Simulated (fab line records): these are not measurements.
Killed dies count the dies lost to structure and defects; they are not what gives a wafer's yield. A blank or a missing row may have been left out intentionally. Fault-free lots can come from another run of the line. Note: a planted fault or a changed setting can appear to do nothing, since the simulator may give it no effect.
Split-lot experiment + flow n5-finfet + 7 lots, 39 wafers read, on a route of 1938 steps

ABOUT THE SPLIT
At N5_GATE_CUT_HM_DEP_46 (deposits SiO2 from TEOS/O2, target thk 130 nm, time 26.6 s), the setting target-thk-a was moved away from the recipe's 1300 angstrom on 15 of the 39 wafers read, by -56.7% to +60.0%. For the rest of the wafers, this setting stayed at what the recipe calls for.

FROM THE SPLIT TO THE READING: what the file shows between them, 9 steps
- N5_GATE_CUT_COAT_34: time 60 s, resist thk 60 nm
- N5_GATE_CUT_COAT_35: time 60 s, resist thk 10 nm
- N5_GATE_CUT_STRIP_38: strips in N2/H2
- N5_GATE_CUT_STRIP_39: strips in N2/H2
- N5_GATE_CUT_HM_OPEN_40: chemistry C4F6/O2, target SiO2, target depth 139 nm, time 85.1 s
- N5_GATE_CUT_STRIP_41: strips in CF4
- N5_GATE_CUT_STRIP_42: strips in O2
- N5_GATE_CUT_ALD_22: deposits SiNx, target thk 16 nm, pulse time 1 s, ald cycles 320
- N5_GATE_CUT_CMP_23: polishes, stops on SiO2, t overpolish 23.4 s, target thk 16 nm

THE READING
At N5_GATE_CUT_THK_MEAS_24: GC_FILL_THK, given in nm. Fault-free wafers of this fab line usually give 219.8 nm, standard deviation 1.6 nm.

| wafer  | tool, chamber at the split | target-thk-a as run, angstrom | against the recipe | GC_FILL_THK, nm | against lot-mates on the recipe |
|--------|----------------------------|-------------------------------|--------------------|-----------------|---------------------------------|
| L082.1 | pecvd-02, 2                | 1765                          | +35.8%             | 264.4           | +45.3                           |
| L082.2 | pecvd-02, 0                | 1300                          | recipe             | 219.0           | -                               |
| L082.3 | pecvd-02, 1                | 1300                          | recipe             | 218.7           | -                               |
| L082.4 | pecvd-02, 1                | 1765                          | +35.8%             | 266.8           | +47.7                           |
| L082.5 | pecvd-02, 2                | 1765                          | +35.8%             | 265.3           | +46.2                           |
| L082.6 | pecvd-02, 0                | 1300                          | recipe             | 219.7           | -                               |
| L087.1 | pecvd-03, 2                | 1300                          | recipe             | 218.8           | -                               |
| L087.2 | pecvd-03, 0                | 1300                          | recipe             | 218.3           | -                               |
| L087.3 | pecvd-03, 1                | 1300                          | recipe             | 217.7           | -                               |
| L087.4 | pecvd-03, 0                | 1300                          | recipe             | 218.5           | -                               |
| L087.5 | pecvd-03, 2                | 1300                          | recipe             | 220.0           | -                               |
| L087.6 | pecvd-03, 1                | 1300                          | recipe             | 219.7           | -                               |
| L088.1 | pecvd-02, 0                | 1300                          | recipe             | 217.7           | -                               |
| L088.3 | pecvd-02, 1                | 1300                          | recipe             | 219.7           | -                               |
| L088.6 | pecvd-02, 1                | 1300                          | recipe             | 222.3           | -                               |
| L091.1 | pecvd-02, 2,1              | 1300                          | recipe             | 219.4           | -                               |
| L091.2 | pecvd-02, 0                | 1300                          | recipe             | 218.4           | -                               |
| L091.3 | pecvd-02, 2,1              | 1300                          | recipe             | 219.9           | -                               |
| L091.4 | pecvd-02, 0                | 563.5                         | -56.7%             | 145.9           | -73.3                           |
| L091.5 | pecvd-02, 2                | 563.5                         | -56.7%             | 146.9           | -72.3                           |
| L091.6 | pecvd-02, 1                | 563.5                         | -56.7%             | 147.1           | -72.1                           |
| L093.1 | pecvd-01, 2                | 1300                          | recipe             | 219.1           | -                               |
| L093.2 | pecvd-01, 0                | 2080                          | +60.0%             | 294.3           | +74.8                           |
| L093.3 | pecvd-01, 1                | 1300                          | recipe             | 219.2           | -                               |
| L093.4 | pecvd-01, 1                | 2080                          | +60.0%             | 299.8           | +80.3                           |
| L093.5 | pecvd-01, 0                | 2080                          | +60.0%             | 299.7           | +80.2                           |
| L093.6 | pecvd-01, 2                | 1300                          | recipe             | 220.3           | -                               |
| L094.1 | pecvd-03, 0                | 1300                          | recipe             | 219.9           | -                               |
| L094.2 | pecvd-03, 1                | 1595                          | +22.7%             | 247.4           | +26.9                           |
| L094.3 | pecvd-03, 2                | 1300                          | recipe             | 221.2           | -                               |
| L094.4 | pecvd-03, 2                | 1300                          | recipe             | 220.5           | -                               |
| L094.5 | pecvd-03, 1                | 1595                          | +22.7%             | 248.3           | +27.8                           |
| L094.6 | pecvd-03, 0                | 1595                          | +22.7%             | 250.8           | +30.3                           |
| L096.1 | pecvd-03, 1                | 1300                          | recipe             | 218.0           | -                               |
| L096.2 | pecvd-03, 0                | 2018                          | +55.2%             | 287.6           | +70.1                           |
| L096.3 | pecvd-03, 2                | 1300                          | recipe             | 217.4           | -                               |
| L096.4 | pecvd-03, 2,0              | 2018                          | +55.2%             | 291.5           | +74.0                           |
| L096.5 | pecvd-03, 2,0              | 2018                          | +55.2%             | 291.1           | +73.6                           |
| L096.6 | pecvd-03, 1                | 1300                          | recipe             | 217.0           | -                               |
The file does not say which wafer passed through which chamber wherever a row lists several chambers: such a row stands for several wafers.

THE FIT
A straight line over all 39 wafers: GC_FILL_THK changes by +1.29 nm for each +1% of target-thk-a; r = +1.00; the points scatter about the line by 1.5 nm.
The same after taking each lot's own level away (the mean of its wafers on the recipe; 39 wafers): +1.3 nm for each +1%; r = +1.00; scatter 1.3 nm.
Per that fit: largest target-thk-a move, reading shift of 78 nm.
From 217.47 to 220.53 nm: that is the span of the lots' own levels, equal to 1.9 times the standard deviation above.
The two slopes are in agreement: the lot-to-lot level therefore moves the slope only a little.
Check: for one of the wafers moved furthest among these (+60.0%), held out of the fit, the line's prediction against its lot-mates is +78.3 nm. Against them it came out at +74.8 nm.

THE WHOLE CHAIN: every reading that the file lists as answering this split, in the file's order
| step                    | what it does                                                     | reading                                                                            | change (the file's fit)                | r (the file's) |
|-------------------------|------------------------------------------------------------------|------------------------------------------------------------------------------------|----------------------------------------|----------------|
| N5_GATE_CUT_HM_DEP_46   | deposits SiO2 from TEOS/O2, target thk 130 nm, time 26.6 s       | SiO2_of_GATE_CUT_HM_DEP_46.thk-nm (the simulator's own value, which no gauge read) | +1.3 nm for each +1% of the setting    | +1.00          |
| N5_GATE_CUT_HM_OPEN_40  | chemistry C4F6/O2, target SiO2, target depth 139 nm, time 85.1 s | etch-rf-on-time-s                                                                  | withheld for each +1% of the setting   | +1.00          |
| N5_GATE_CUT_HM_OPEN_40  | chemistry C4F6/O2, target SiO2, target depth 139 nm, time 85.1 s | etch.depth-nm (the simulator's own value, which no gauge read)                     | +1.3 nm for each +1% of the setting    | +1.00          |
| N5_GATE_CUT_HM_OPEN_40  | chemistry C4F6/O2, target SiO2, target depth 139 nm, time 85.1 s | SOC_of_GATE_CUT_COAT_34.thk-nm (the simulator's own value, which no gauge read)    | -0.273 nm for each +1% of the setting  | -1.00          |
| N5_GATE_CUT_THK_MEAS_24 |                                                                  | GC_FILL_THK                                                                        | +1.3 for each +1% of the setting       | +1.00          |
| N5_GATE_CUT_CMP_43      | polishes SiO2                                                    | SiO2_of_GATE_CUT_HM_DEP_46.thk-nm (the simulator's own value, which no gauge read) | +0.0624 nm for each +1% of the setting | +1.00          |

FILE'S OWN FIT
GC_FILL_THK changes by +1.3 nm for each +1% of target-thk-a, r = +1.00.
